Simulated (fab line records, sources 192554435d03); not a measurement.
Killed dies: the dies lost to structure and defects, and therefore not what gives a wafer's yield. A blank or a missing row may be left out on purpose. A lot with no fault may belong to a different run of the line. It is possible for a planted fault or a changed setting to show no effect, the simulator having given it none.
A lot that was struck, set against a sound lot    flow n5 finfet    20 out of 1938 route steps
Sound: the wafers L312.3, L312.5, L312.6. The struck wafers were L309.1, L309.5, L309.6. The cause is named last.
Each step with rows lists, per side, the tool, then ch with its chambers, then its first start. Under that, the readings that differ: sound wafers    struck wafers    difference of the means    sigmas: that difference in standard deviations of wafers without a fault.
alike: same words and numbers on both sides, and readings whose means sit less than 2 such deviations apart. not compared: any withheld reading, any reading some wafer has no value for, any bound like >300 that may hide the same value, and any number with overlapping values for which the record gives no deviation.
Wherever a step has rows on one side only, a row that says differs or no value, or a row with sigmas, the two part there. Non-overlapping numbers with no deviation appear without sigmas and do not part them. A reading missing from all wafers of one side parts the sides only when that side holds two or more wafers.

first, 11 steps without rows for these wafers: N5_FIN_CUT_DESCUM_13 (chemistry O2, time 7 s); N5_FIN_CUT_ETCH_30 (etches underlayer in N2/H2, target depth 13 nm, time 10.4 s); N5_FIN_CUT_ETCH_20 (etches SiARC in CF4, target depth 26 nm, time 43.3 s); N5_FIN_CUT_ETCH_21 (etches SOC in N2/H2, target depth 219 nm, overetch 43.8 nm, time 523.5 s); N5_FIN_CUT_STRIP_23 (strips in N2/H2); N5_FIN_CUT_STRIP_31 (strips in N2/H2); N5_FIN_CUT_STRIP_24 (strips in CF4); N5_FIN_CUT_CUT_ETCH_26 (etches SiNx in CH3F/O2, target depth 39 nm, time 55.7 s); N5_FIN_CUT_CUT_ETCH_27 (etches SiO2 in CHF3/O2, target depth 4 nm, overetch 2 nm, time 4.9 s); N5_FIN_CUT_PRECLEAN_35 (cleans in vHF, time 13.3 s); N5_FIN_CUT_CUT_ETCH_15 (etches Si in HBr/Cl2/O2, target depth 100 nm, bt time 10 s, time 42.4 s).
N5_FIN_CUT_CUT_ETCH_28: etches Si in HBr/Cl2/O2, target depth 6 nm, time 2.4 s.
  sound on rie si-03 ch 2,3, day 8 06:11; struck on rie si-05 ch 0,1,2, day 7 00:46
  alike: O2_flow_sccm, drypump motor current A, oes product au, throttle valve pct
  not compared: rf hours counter h
then, 4 steps without rows for these wafers: N5_FIN_CUT_STRIP_22 (strips in N2/H2); N5_FIN_CUT_PRECLEAN_36 (cleans in O3/DIW, time 60 s); N5_FIN_CUT_SRD_32 (time 30 s); N5_FIN_CUT_UV_OZONE_34 (time 120 s).
N5_FIN_CUT_INSPECT_17: inspects for defects (brightfield).
  sound: defect inspect-01 at day 8 06:25; struck: defect inspect-02 at day 7 00:59
reading           sound        struck       difference  sigmas
raw defect count  160 173 134  577 586 691  +462        +7
then, 1 step without rows for these wafers: N5_STI_FIN_REVEAL_ALD_00 (deposits SiO2, target thk 1 nm, pulse time 1 s).
-- record jumps: 6 days separate the struck wafers' starts on either side; left off in module STI_FIN_REVEAL, taken up again in module BEOL_M4, whose first shown step is the route's number 1111 --
N5_BEOL_M4_RC_MEAS_101:
  sound on prober-01 ch 0, day 14 02:05; struck on prober-02 ch 0, day 13 00:03
  alike: DIBL_N, DIBL_P, IOFF_N, IOFF_P, ION_N, ION_P, SS_N, SS_P, VT_N, VT_P
-- record jumps: 5 days separate the struck wafers' starts on either side; left off in module BEOL_M4, taken up again in module PASSIVATION, whose first shown step is the route's number 1936 --
N5_PASSIVATION_PROBE_49:
  record: rows for the struck wafers here (prober-01, day 17 16:21), none for the sound ones

WHERE THEY PART
Last at N5_PASSIVATION_PROBE_49 as far as this record goes, first at N5_FIN_CUT_INSPECT_17.

WHY: what had been put in by the simulator
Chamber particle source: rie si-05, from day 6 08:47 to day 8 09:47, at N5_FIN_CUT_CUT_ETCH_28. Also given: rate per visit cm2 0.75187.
